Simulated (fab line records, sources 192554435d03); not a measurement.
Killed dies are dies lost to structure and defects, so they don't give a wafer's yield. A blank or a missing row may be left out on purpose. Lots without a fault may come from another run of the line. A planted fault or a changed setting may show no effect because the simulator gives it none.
fab line records | flow n5_finfet
record lots=6 wafers=17 last_day=18
route steps=1938 shown BEOL_M1@785 BEOL_M4@1111 PASSIVATION@1936
lots that met no fault: from a run of the same line without faults
start_h: hours from the record's first day to the start of the lot's first wafer shown | wait_h: hours since the lot's step before | " the same as in the row above | L1.1+2: a row that stands for several wafers | - no value, or no start given | * or withheld: withheld | < > ~ a bound
route shown NAME@n: a module of which the file shows steps, and the number in the route of the first | usual: mean/standard deviation of fault-free wafers | same: alike in all rows | chamber/n: place in a boat | sites: the reading at each site | _std_site: their standard deviation | _edge_site: outer sites' mean less inner sites' | radius_mm: how far each site lies from the wafer's centre | mask NAME#n: copy n | behind: the tool/chamber that last shaped the wafer | hold: why the lot was held/for how many hours/how that ended | device: the transistor (n, p or np) that didn't switch | end of line: the same wafers' tests at the end of the route | a step without rows: its recipe alone | killed: dies lost to structure and defects at the first sort, not the wafer's yield | map: a wafer's dies, x killed, . not, _ none there
set.NAME: the setting as run; set.NAME@STEP: as run at that earlier step | model.NAME: the simulator's own value behind a step, which no gauge read
lots at some steps of the route; a table a step, a row a wafer
services: from which hour (start_h, from the record's first day; less than 0 if before it) a tool's chamber was out of use, for how many hours, and why
## steps
# step N5_BEOL_M1_DEVELOP_27
# recipe develop_time_s=30 developer=TMAH resist=CAR-EUV rinse_liquid=surfactant_rinse dry=air_spin dev_temp_c=23
# step N5_BEOL_M1_CD_MEAS_28
# recipe landing_energy_ev=500 detector=se_inlens target_cd_y_nm=23.3
# usual cd_nm=23.89/0.29
# columns lot.wafer tool chamber start_h wait_h cd_nm
L933.3 cd_sem-01 0 130.73 - 24.61
L933.4 " 0 " " 23.64
L933.5 " 0 " " 23.88
L934.1 cd_sem-02 0 131.47 - 24.44
L934.2 " 0 " " 24.05
L934.5 " 0 " " 24.01
L935.5 cd_sem-02 0 139.71 - 23.88
L935.6 " 0 " " 23.69
L939.2 cd_sem-03 0 169.45 - 23.94
L939.3 " 0 " " 23.72
L939.6 " 0 " " 24.09
L947.2 cd_sem-03 0 213.73 - 23.56
L947.4 " 0 " " 23.94
L947.5 " 0 " " 23.49
L950.2 cd_sem-03 0 238.39 - 23.76
L950.4 " 0 " " 23.83
L950.5 " 0 " " 23.46
# step N5_BEOL_M1_OVL_MEAS_29
# recipe points_per_wafer=522
# usual V0_OVL=0.7/0.65
# columns lot.wafer tool chamber start_h wait_h V0_OVL[nm]
L933.3 overlay-02 0 130.77 0.0 0.6
L933.4 " 0 " " 0.7
L933.5 " 0 " " 1.8
L934.1 overlay-01 0 131.50 0.0 1.0
L934.2 " 0 " " -0.4
L934.5 " 0 " " 1.0
L935.5 overlay-02 0 139.75 0.0 0.4
L935.6 " 0 " " 0.0
L939.2 overlay-02 0 169.48 0.0 1.2
L939.3 " 0 " " 1.1
L939.6 " 0 " " 0.3
L947.2 overlay-02 0 213.77 0.0 0.4
L947.4 " 0 " " 0.2
L947.5 " 0 " " 0.4
L950.2 overlay-01 0 238.42 0.0 0.8
L950.4 " 0 " " -0.1
L950.5 " 0 " " -0.3
# step N5_BEOL_M1_INSPECT_30
# recipe mode=adi inspect_instrument=brightfield
# usual raw_defect_count=397/81
# columns lot.wafer tool chamber start_h wait_h raw_defect_count
L933.3 defect_inspect-01 - 130.82 0.0 363
L933.4 " - " " 523
L933.5 " - " " 313
L934.1 defect_inspect-01 - 131.57 0.1 533
L934.2 " - " " 348
L934.5 " - " " 483
L935.5 defect_inspect-01 - 139.79 0.0 456
L935.6 " - " " 558
L939.2 defect_inspect-02 - 169.53 0.0 448
L939.3 " - " " 564
L939.6 " - " " 473
L947.2 defect_inspect-02 - 213.83 0.1 404
L947.4 " - " " 615
L947.5 " - " " 377
L950.2 defect_inspect-01 - 238.48 0.0 382
L950.4 " - " " 380
L950.5 " - " " 308
# step N5_BEOL_M1_DESCUM_33
# recipe chemistry=O2 time_s=7 source_power_w=50 bias_power_w=20 pressure_mtorr=20 rf_frequency_hz=2.712e+07 temp_c=40 resist=CAR-EUV o2_flow_sccm=225
# usual chamber_pressure_mTorr=20.000/0.019 drypump_motor_current_A=5.5/0.38 oes_product_au=0.78/0.083 rf_fwd_power_W=49.29/0.23 rf_vpp_V=243.3/1.3 showerhead_plenum_p_Torr=2.08/0.06 throttle_valve_pct=20.42/0.28
# columns lot.wafer tool chamber start_h wait_h chamber_pressure_mTorr drypump_motor_current_A oes_product_au rf_fwd_power_W rf_hours_counter_h rf_vpp_V showerhead_plenum_p_Torr throttle_valve_pct
L933.3 rie_diel-01 3 130.85 0.0 19.989 5.3 0.86 49.56 73 243.6 2.10 20.24
L933.4 " 1 " " 20.015 5.7 0.78 49.15 134 246.6 2.19 20.50
L933.5 " 1 " " 20.011 5.8 0.77 49.33 - 244.9 2.19 20.49
L934.1 rie_diel-06 0 131.61 0.0 19.997 5.5 0.74 49.30 166 242.2 2.00 20.85
L934.2 " 3 " " 20.002 4.9 0.74 49.03 167 244.0 2.06 20.31
L934.5 " 0 " " 19.991 5.5 0.75 49.33 - 241.8 2.00 20.84
L935.5 rie_diel-04 0 139.84 0.0 19.939 5.3 0.70 49.88 - 244.6 2.15 20.86
L935.6 " 2 " " 20.013 5.6 0.76 49.29 - 241.8 2.00 20.24
L939.2 rie_diel-01 1 169.57 0.0 20.049 5.8 0.76 49.34 148 243.5 2.19 20.51
L939.3 " 3 " " 19.998 5.3 0.86 49.59 86 243.2 2.09 20.26
L939.6 " 3 " " 19.994 5.3 0.85 49.59 - 244.9 2.09 20.26
L947.2 rie_diel-06 3 213.86 0.0 20.001 4.9 0.72 48.92 191 243.0 2.05 20.36
L947.4 " 0 " " 19.975 5.5 0.73 49.26 189 242.1 1.99 20.88
L947.5 " 0 " " 20.019 5.5 0.72 49.31 - 241.7 1.99 20.89
L950.2 rie_diel-06 3 238.53 0.1 20.007 4.9 0.71 48.72 198 242.2 2.05 20.37
L950.4 " 2 " " 20.013 5.3 0.82 49.31 - 244.0 2.13 20.17
L950.5 " 0 " " 19.985 5.5 0.73 49.10 - 241.6 1.99 20.89
# step N5_BEOL_M1_ETCH_77
# recipe chemistry=N2/H2 target=underlayer target_depth_a=65 mask_material=CAR-EUV time_s=5.2 ion_energy_ev=200 pressure_mtorr=30 source_w=840 bias_w=150 n2_flow_sccm=200 h2_flow_sccm=200 ends=cleared
# usual chamber_pressure_mTorr=30.00/0.041 drypump_motor_current_A=5.5/0.38 etch_rf_on_time_s=5.13/0.21 oes_product_au=0.67/0.072 rf_fwd_power_W=819.4/2.4 rf_vpp_V=523.8/2.3 showerhead_plenum_p_Torr=2.54/0.075 throttle_valve_pct=17.9/0.34
# columns lot.wafer tool chamber start_h wait_h chamber_pressure_mTorr drypump_motor_current_A etch_rf_on_time_s oes_product_au rf_fwd_power_W rf_hours_counter_h rf_vpp_V showerhead_plenum_p_Torr throttle_valve_pct
L933.3 rie_diel-01 3 130.88 0.0 30.04 5.3 5.02 0.73 816.6 73 523.5 2.59 17.9
L933.4 " 1 " " 29.98 5.8 5.49 0.66 819.1 135 525.8 2.66 17.9
L933.5 " 1 " " 30.02 5.8 5.50 0.65 823.2 - 529.9 2.66 17.9
L934.1 rie_diel-06 0 131.64 0.0 30.01 5.5 5.22 0.62 818.8 166 521.7 2.43 18.3
L934.2 " 3 " " 29.94 4.9 5.19 0.64 819.6 167 522.8 2.53 17.9
L934.5 " 0 " " 30.00 5.5 5.16 0.63 820.7 - 519.7 2.43 18.3
L935.5 rie_diel-04 0 139.86 0.0 30.03 5.3 5.26 0.60 820.1 - 526.9 2.64 18.5
L935.6 " 2 " " 29.99 5.6 4.78 0.68 819.4 - 521.5 2.44 17.8
L939.2 rie_diel-01 1 169.60 0.0 30.04 5.8 5.44 0.64 815.0 148 524.5 2.65 17.9
L939.3 " 3 " " 30.07 5.3 5.04 0.73 822.4 86 522.7 2.58 18.0
L939.6 " 3 " " 29.96 5.3 4.96 0.73 821.4 - 524.0 2.58 18.0
L947.2 rie_diel-06 3 213.90 0.0 29.97 4.9 5.35 0.62 819.1 191 523.5 2.52 17.9
L947.4 " 0 " " 30.05 5.5 5.21 0.61 819.8 189 520.8 2.42 18.4
L947.5 " 0 " " 30.09 5.5 5.23 0.61 821.4 - 518.2 2.42 18.4
L950.2 rie_diel-06 3 238.57 0.0 30.06 4.9 5.28 0.61 821.2 198 522.5 2.52 17.9
L950.4 " 2 " " 29.98 5.3 5.22 0.70 820.8 - 527.0 2.57 17.5
L950.5 " 0 " " 29.98 5.5 5.15 0.62 819.9 - 521.3 2.42 18.4
# step N5_BEOL_M1_ETCH_69
# recipe chemistry=CF4 target=SiARC target_depth_a=156 mask_material=CAR-EUV time_s=26 ion_energy_ev=80 pressure_mtorr=40 source_w=545 bias_w=36 Ar_flow_sccm=100 cf4_flow_sccm=100 ends=cleared
# usual chamber_pressure_mTorr=40.00/0.038 drypump_motor_current_A=5.5/0.38 etch_rf_on_time_s=25.7/1 mfc_ar_sccm=100.07/0.28 oes_product_au=0.67/0.071 rf_fwd_power_W=532.1/2.3 rf_vpp_V=184.0/1.2 showerhead_plenum_p_Torr=2.14/0.057 throttle_valve_pct=15.65/0.29
# columns lot.wafer tool chamber start_h wait_h chamber_pressure_mTorr drypump_motor_current_A etch_rf_on_time_s mfc_ar_sccm oes_product_au rf_fwd_power_W rf_hours_counter_h rf_vpp_V showerhead_plenum_p_Torr throttle_valve_pct
L933.3 rie_diel-01 3 130.90 0.0 39.96 5.3 25.3 99.76 0.74 536.3 73 184.2 2.18 15.57
L933.4 " 1 " " 39.96 5.7 27.8 100.06 0.65 530.0 135 184.1 2.23 15.55
L933.5 " 1 " " 40.07 5.8 27.8 100.02 0.65 530.0 - 185.0 2.23 15.54
L934.1 rie_diel-06 0 131.66 0.0 40.02 5.5 26.1 100.01 0.64 530.8 166 183.8 2.07 16.04
L934.2 " 3 " " 40.01 4.9 26.0 99.99 0.64 531.4 167 183.5 2.12 15.62
L934.5 " 0 " " 40.07 5.5 26.1 100.19 0.63 529.2 - 183.3 2.07 16.03
L935.5 rie_diel-04 0 139.90 0.0 40.03 5.3 26.4 100.14 0.60 534.4 - 184.4 2.21 16.14
L935.6 " 2 " " 40.06 5.6 24.2 99.61 0.67 531.1 - 182.5 2.05 15.46
L939.2 rie_diel-01 1 169.62 0.0 40.06 5.7 27.5 99.87 0.64 530.5 148 184.6 2.23 15.56
L939.3 " 3 " " 40.00 5.3 25.4 100.52 0.73 534.0 86 185.7 2.17 15.60
L939.6 " 3 " " 39.94 5.3 25.3 100.32 0.73 532.6 - 184.7 2.17 15.60
L947.2 rie_diel-06 3 213.91 0.0 39.95 4.9 26.1 100.42 0.62 529.0 191 184.2 2.11 15.67
L947.4 " 0 " " 39.91 5.5 26.2 100.26 0.62 531.0 189 182.9 2.06 16.10
L947.5 " 0 " " 40.02 5.5 26.2 100.29 0.62 531.4 - 182.7 2.06 16.11
L950.2 rie_diel-06 3 238.58 0.0 39.95 4.9 26.1 99.99 0.62 530.5 198 183.8 2.11 15.69
L950.4 " 2 " " 40.00 5.4 26.0 100.18 0.70 531.6 - 184.7 2.17 15.31
L950.5 " 0 " " 39.95 5.5 25.8 99.42 0.62 531.3 - 182.8 2.06 16.13
# step N5_BEOL_M1_ALD_98
# recipe material=SiO2 target_thk_a=25 temp_c=100 ald_precursor_family=BDEAS ald_co_reactant=O2-plasma pulse_time_s=1 co_reactant_pulse_time_s=1 purge_time_s=2 co_reactant_purge_time_s=2 ald_cycles=17 pressure_torr=2
# usual heater_power_w=76/5.2 precursor_pulse_height_rel=1.002/0.02 susceptor_temp_C=100.02/0.13
# same co_reactant_pulse_time_s=1 purge_time_s=2
# columns lot.wafer tool chamber start_h wait_h heater_power_w precursor_pulse_height_rel susceptor_temp_C
L933.3 ald_sin-04 3 132.17 1.2 74 0.998 99.84
L933.4 " 1 " " 75 1.017 100.01
L933.5 " 0 " " 82 1.020 99.91
L934.1 ald_sin-04 3 132.26 0.6 75 0.969 100.02
L934.2 " 1 " " 74 0.983 100.05
L934.5 " 0 " " 81 1.029 100.19
L935.5 ald_sin-02 2 140.04 0.1 69 0.984 99.71
L935.6 " 1 " " 71 1.015 99.81
L939.2 ald_sin-04 3 169.70 0.1 74 1.017 99.89
L939.3 " 1 " " 76 0.979 99.75
L939.6 " 2 " " 69 1.035 99.98
L947.2 ald_sin-04 2 214.00 0.1 71 0.992 99.99
L947.4 " 1 " " 76 1.007 100.06
L947.5 " 3 " " 73 1.004 100.15
L950.2 ald_sin-02 2 238.67 0.1 69 0.984 100.00
L950.4 " 3 " " 74 1.036 100.05
L950.5 " 1 " " 73 1.006 99.98
# step N5_BEOL_M1_ETCHBACK_99
# recipe chemistry=CHF3 target=SiO2 target_depth_a=50 time_s=10.4 source_w=215 bias_w=47 Ar_flow_sccm=200 CHF3_flow_sccm=12 ion_energy_ev=100 pressure_mtorr=30
# step N5_BEOL_M1_ETCH_70
# recipe chemistry=N2/H2 target=SOC target_depth_a=800 overetch_a=160 mask_material=SiARC temp_c=40 time_s=120 ion_energy_ev=200 pressure_mtorr=30 source_w=840 bias_w=150 n2_flow_sccm=200 h2_flow_sccm=200
# usual chamber_pressure_mTorr=30.00/0.033 drypump_motor_current_A=5.5/0.37 oes_product_au=0.60/0.059 rf_fwd_power_W=835.2/2.7 rf_vpp_V=524.2/2.1 run_length_s=143.4/0.33 showerhead_plenum_p_Torr=2.54/0.076 throttle_valve_pct=17.9/0.35
# columns lot.wafer tool chamber start_h wait_h chamber_pressure_mTorr drypump_motor_current_A oes_product_au rf_fwd_power_W rf_hours_counter_h rf_vpp_V run_length_s showerhead_plenum_p_Torr throttle_valve_pct
L933.3 rie_diel-04 1 137.29 0.0 30.01 5.6 0.54 836.1 230 525.3 143.0 2.60 18.1
L933.4 " 1 " " 30.01 5.6 0.54 835.5 - 525.1 143.0 2.60 18.1
L933.5 " 2 " " 29.99 5.6 0.58 830.3 - 520.3 143.0 2.44 17.8
L934.1 rie_diel-04 2 137.66 0.0 29.98 5.6 0.58 837.7 129 520.5 142.9 2.44 17.8
L934.2 " 1 " " 29.96 5.6 0.53 841.2 230 526.4 143.6 2.60 18.1
L934.5 " 2 " " 30.02 5.6 0.58 835.6 - 522.7 143.0 2.44 17.8
L935.5 rie_diel-04 1 142.08 0.0 29.99 5.6 0.53 835.9 - 526.2 143.0 2.60 18.1
L935.6 " 0 " " 30.02 5.3 0.55 836.8 - 525.9 143.4 2.64 18.4
L939.2 rie_diel-06 0 183.82 0.0 30.06 5.5 0.56 838.0 179 521.2 142.9 2.42 18.3
L939.3 " 1 " " 30.02 5.8 0.53 833.9 235 523.5 142.9 2.48 17.6
L939.6 " 1 " " 29.99 5.8 0.53 833.1 - 523.4 143.2 2.48 17.6
L947.2 rie_diel-06 3 233.23 0.0 30.02 4.9 0.55 831.0 196 523.8 143.4 2.52 17.9
L947.4 " 1 " " 30.04 5.8 0.53 834.0 250 523.0 143.5 2.48 17.7
L947.5 " 2 " " 29.96 5.3 0.63 836.0 - 524.0 143.5 2.57 17.4
L950.2 rie_diel-06 3 244.31 0.0 30.00 4.9 0.55 832.2 201 524.4 143.4 2.51 17.9
L950.4 " 2 " " 29.97 5.4 0.63 831.4 - 524.1 143.2 2.57 17.4
L950.5 " 3 " " 30.03 4.9 0.55 833.8 - 523.1 143.3 2.51 17.9
# step N5_BEOL_M1_STRIP_71
# recipe chemistry=N2/H2 temp_c=40 n2_flow_sccm=200 h2_flow_sccm=200 rf_frequency_hz=6e+07
# step N5_BEOL_M1_STRIP_78
# recipe chemistry=N2/H2 temp_c=40 n2_flow_sccm=200 h2_flow_sccm=200 rf_frequency_hz=6e+07
# step N5_BEOL_M1_VIA_ETCH_34
# recipe chemistry=C4F6/O2 target_depth_a=678 mask_material=SOC pressure_mtorr=15 ion_energy_ev=250 taper_deg=4 time_s=64.4 source_w=350 bias_w=170 Ar_flow_sccm=300 C4F6_flow_sccm=10 O2_flow_sccm=10
# usual chamber_pressure_mTorr=15.001/0.018 drypump_motor_current_A=5.5/0.37 mfc_ar_sccm=299.9/0.92 oes_product_au=0.79/0.085 rf_fwd_power_W=347.1/1.4 rf_vpp_V=666/15 run_length_s=87.8/0.36 showerhead_plenum_p_Torr=2.85/0.088 throttle_valve_pct=30.9/0.37
# columns lot.wafer tool chamber start_h wait_h chamber_pressure_mTorr drypump_motor_current_A mfc_ar_sccm oes_product_au rf_fwd_power_W rf_hours_counter_h rf_vpp_V run_length_s showerhead_plenum_p_Torr throttle_valve_pct model.etch.depth_nm model.SOC_of_BEOL_M1_COAT_67.thk_nm
L933.3 rie_diel-04 1 137.40 0.0 15.010 5.6 299.8 0.71 348.7 230 668 87.9 2.92 31.1 69.29 52.2
L933.4 " 1 " " 14.979 5.6 300.2 0.70 349.0 - 668 87.5 2.92 31.1 68.58 52
L933.5 " 2 " " 15.022 5.6 299.0 0.78 347.0 - 674 87.3 2.71 30.4 71.18 51.6
L934.1 rie_diel-04 2 137.76 0.0 15.035 5.6 299.2 0.78 346.1 129 675 87.6 2.71 30.4 70.64 51.6
L934.2 " 1 " " 14.998 5.6 299.7 0.70 - 230 668 73.2 2.92 31.1 53.32 53.6
L934.5 " 2 " " 14.992 5.6 299.9 0.78 345.3 - 677 87.3 2.71 30.4 70.4 51.8
L935.5 rie_diel-04 1 142.16 0.0 14.989 5.6 300.4 0.70 349.8 - 669 87.8 2.92 31.1 68.36 52.2
L935.6 " 0 " " 15.000 5.3 298.3 0.70 - - 674 73.8 2.94 31.3 51.68 54
L939.2 rie_diel-06 0 183.92 0.0 14.968 5.5 300.6 0.73 344.7 179 639 87.5 2.71 31.3 66.3 52.2
L939.3 " 1 " " 14.995 5.8 298.1 0.70 347.2 235 672 87.3 2.78 30.4 68.27 52.2
L939.6 " 1 " " 15.003 5.8 299.4 0.69 345.9 - 672 87.2 2.78 30.4 67.65 52.4
L947.2 rie_diel-06 3 233.33 0.0 14.996 4.9 298.8 0.71 343.5 196 642 87.8 2.79 30.6 65.7 52.4
L947.4 " 1 " " 14.986 5.8 299.6 0.69 347.8 250 670 87.4 2.78 30.4 68.08 52
L947.5 " 2 " " 14.992 5.3 298.6 0.83 347.7 - 672 87.7 2.89 30.4 68.18 51.8
L950.2 rie_diel-06 3 244.41 0.0 15.013 4.9 300.3 0.71 344.8 201 643 87.9 2.79 30.6 66.02 52.4
L950.4 " 2 " " 15.010 5.3 298.7 0.83 345.3 - 672 88.3 2.89 30.4 68.31 51.8
L950.5 " 3 " " 14.989 4.9 299.0 0.71 346.4 - 640 87.7 2.79 30.6 66.23 52.2
# step N5_BEOL_M1_STRIP_83
# recipe chemistry=C4F6/O2 resist=SiARC rf_frequency_hz=6e+07
# step N5_BEOL_M4_RC_MEAS_101
# usual DIBL_N=36.1/2.5 DIBL_P=36/3.3 IOFF_N=0.16/0.046 IOFF_P=0.20/0.051 ION_N=676/16 ION_P=462/11 SS_N=71.6/0.87 SS_P=73.2/0.86 VT_N=251/4.4 VT_P=-252/4.6
# columns lot.wafer tool chamber start_h wait_h DIBL_N[mV/V] DIBL_P[mV/V] IOFF_N[nA/um] IOFF_P[nA/um] ION_N[uA/um] ION_P[uA/um] SS_N[mV/dec] SS_P[mV/dec] VT_N[mV] VT_P[mV]
L933.3 prober-02 0 192.68 0.3 38.8 39 0.25 0.24 686 465 73.4 74.5 249 -250
L933.4 " 0 " " 35.6 35 0.13 0.16 659 450 71.8 73.0 256 -254
L933.5 " 0 " " 37.2 39 0.18 0.22 694 468 72.1 74.0 250 -252
L935.5 prober-02 0 203.49 0.6 38.6 39 0.20 0.23 692 470 72.5 73.8 245 -251
L935.6 " 0 " " 32.8 34 0.11 0.16 656 451 70.7 72.5 252 -254
L934.1 prober-02 0 208.11 0.0 33.1 28 0.09 0.12 643 441 71.2 71.2 258 -258
L934.2 " 0 " " 43.4 43 0.31 0.33 698 473 73.0 75.3 241 -244
L934.5 " 0 " " 34.4 32 0.11 0.15 652 453 71.1 71.8 256 -256
L939.2 prober-01 0 236.07 0.2 33.4 32 0.11 0.15 677 458 70.6 71.7 252 -255
L939.3 " 0 " " 38.9 40 0.21 0.26 698 477 72.3 73.6 247 -246
L939.6 " 0 " " 35.6 36 0.15 0.20 681 477 71.2 72.4 250 -248
L947.2 prober-01 0 302.09 0.2 34.2 33 0.09 0.13 632 433 71.9 73.7 258 -264
L947.4 " 0 " " 39.8 40 0.18 0.19 674 457 73.1 74.3 249 -255
L947.5 " 0 " " 36.9 38 0.15 0.18 687 456 72.1 73.6 250 -258
L950.2 prober-02 0 308.78 0.2 40.9 40 0.25 0.31 673 462 73.3 75.9 245 -248
L950.4 " 0 " " 37.2 34 0.16 0.18 656 447 72.3 73.3 250 -253
L950.5 " 0 " " 37.6 37 0.19 0.23 701 474 72.1 74.2 245 -249
# step N5_PASSIVATION_PROBE_49
# usual defect_limited_yield=91.0/1.4 killed_at_M0_to_M3=34/10 killed_at_M4_up=15/5.5 killed_at_contacts=12/6.1 killed_at_front_end=41/12 killed_at_other=4/3.4 killed_dies=106/17 killed_open=70/13 killed_short=34/7.4 sort_bin_4_leakage=0.01/0.065 sort_bin_5_function=5.3/1 sort_bin_6_memory=3.4/0.69 sort_bin_8_speed=0.03/0.22 sort_n_pass=1073/17 sort_yield_pct=91.0/1.4
# same gross_dies=1180 killed_at_back_side=0
# columns lot.wafer tool chamber start_h wait_h defect_limited_yield[%] killed_at_M0_to_M3 killed_at_M4_up killed_at_contacts killed_at_front_end killed_at_other killed_dies killed_open killed_short sort_bin_4_leakage[%] sort_bin_5_function[%] sort_bin_6_memory[%] sort_bin_8_speed[%] sort_n_pass sort_yield_pct[%]
L935.5 prober-02 - 305.17 0.2 90.3 29 15 11 50 9 114 79 33 0 5.8 3.7 0 1066 90.3
L935.6 prober-02 - 305.22 0.3 92.2 25 6 8 40 13 92 65 26 0 4.6 3.1 0 1088 92.2
L939.2 prober-02 - 346.87 0.1 88.3 40 8 28 52 10 138 84 46 0 7.5 3.2 0 1042 88.3
L939.3 prober-02 - 346.92 0.1 89.7 17 25 26 48 6 122 81 37 0 6.2 3.7 0 1058 89.7
L939.6 prober-02 - 347.07 0.3 94.6 13 14 13 24 0 64 41 19 0 2.7 2.3 0 1116 94.6
# killed by level:class
L935.5 STI_FIN_REVEAL:geometric_particle:open=28 BEOL_M0_SAQP:geometric_particle:short=12 MOL_CONTACT_COAG:geometric_particle:open=8 FIN_SAQP:geometric_particle:short=6 BEOL_M2:geometric_particle:open=6 FIN_SAQP:geometric_particle:open=5 STI_FIN_REVEAL:geometric_particle:short=4 BEOL_M0_SAQP:geometric_particle:open=4
L935.6 STI_FIN_REVEAL:geometric_particle:open=17 BEOL_M0_SAQP:geometric_particle:open=7 MOL_CONTACT_COAG:geometric_particle:open=6 MIM_TOP_ETCH:geometric_particle:short=6 BEOL_M3:geometric_particle:open=5 BEOL_M2:geometric_particle:open=5 STARTING-WAFER:geometric_particle:short=5 FIN_SAQP:geometric_particle:open=4
L939.2 MOL_CONTACT_COAG:geometric_particle:open=23 BEOL_M3:geometric_particle:open=12 BEOL_M0_SAQP:geometric_particle:short=7 FIN_SAQP:geometric_particle:open=6 DUMMY_GATE:geometric_particle:open=6 GATE_CUT:geometric_particle:short=6 HKMG_FIN:area_etch=6 MOL_CONTACT_COAG:geometric_particle:short=5
L939.3 MOL_CONTACT_COAG:geometric_particle:open=22 BEOL_M3:geometric_particle:open=9 FIN_SAQP:geometric_particle:open=8 DUMMY_GATE:geometric_particle:open=8 GATE_CUT:geometric_particle:short=8 BEOL_M4:geometric_particle:open=6 BEOL_M5:geometric_particle:open=5 MOL_CONTACT_COAG:geometric_particle:short=4
L939.6 MOL_CONTACT_COAG:geometric_particle:open=10 DUMMY_GATE:geometric_particle:open=8 BEOL_M4:geometric_particle:open=6 MOL_CONTACT_COAG:geometric_particle:short=3 BEOL_M1:geometric_particle:open=3 BEOL_M6:geometric_particle:open=3 STARTING-WAFER:geometric_particle:short=3 HKMG_FIN:area_etch=3
## services
# columns tool chamber start_h hours kind
rie_diel-06 - 111.06 0.4 repair
rie_diel-04 3 133.98 - clean
rie_diel-04 3 133.98 - consumable_replace:focus_ring
rie_diel-04 3 133.98 22.4 scheduled_down
rie_diel-04 3 133.98 22.4 vent_cycle
rie_diel-01 0 136.49 4.9 repair
ald_sin-04 0 140.41 8.3 repair
rie_diel-01 0 141.71 - clean
rie_diel-01 0 141.71 - consumable_replace:focus_ring
rie_diel-01 0 141.71 21.7 scheduled_down
rie_diel-06 0 168.69 3.0 repair
ald_sin-02 2 174.87 1.4 repair
ald_sin-02 1 175.26 2.0 repair
rie_diel-04 1 202.99 - clean
rie_diel-04 1 202.99 - consumable_replace:focus_ring
rie_diel-04 1 202.99 23.3 scheduled_down
rie_diel-04 1 202.99 23.3 vent_cycle
ald_sin-02 - 205.20 0.9 repair
rie_diel-01 2 227.08 5.1 repair
rie_diel-06 1 234.66 - clean
rie_diel-06 1 234.66 - consumable_replace:focus_ring
rie_diel-06 1 234.66 20.9 scheduled_down
rie_diel-06 1 234.66 20.9 vent_cycle
rie_diel-01 3 236.89 6.2 repair
## key
first_sign step=N5_BEOL_M1_VIA_ETCH_34 reading=run_length_s direction=down sigmas=39 usual=* struck=*
effect none on later readings
model_effect step=N5_BEOL_M1_VIA_ETCH_34 value=etch.depth_nm without=67.3 struck=52.5
met_at N5_BEOL_M1_VIA_ETCH_34
struck_wafers L934.2,L935.6
onset_between 137.40 137.76
fault kind=process_parameter_drift tool=rie_diel-04 chamber=- onset_h=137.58 steps=N5_BEOL_M1_VIA_ETCH_34 channel=time_s offset=* shape=step end_h=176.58 scope=struck_wafers_only acts_in=* stated=*
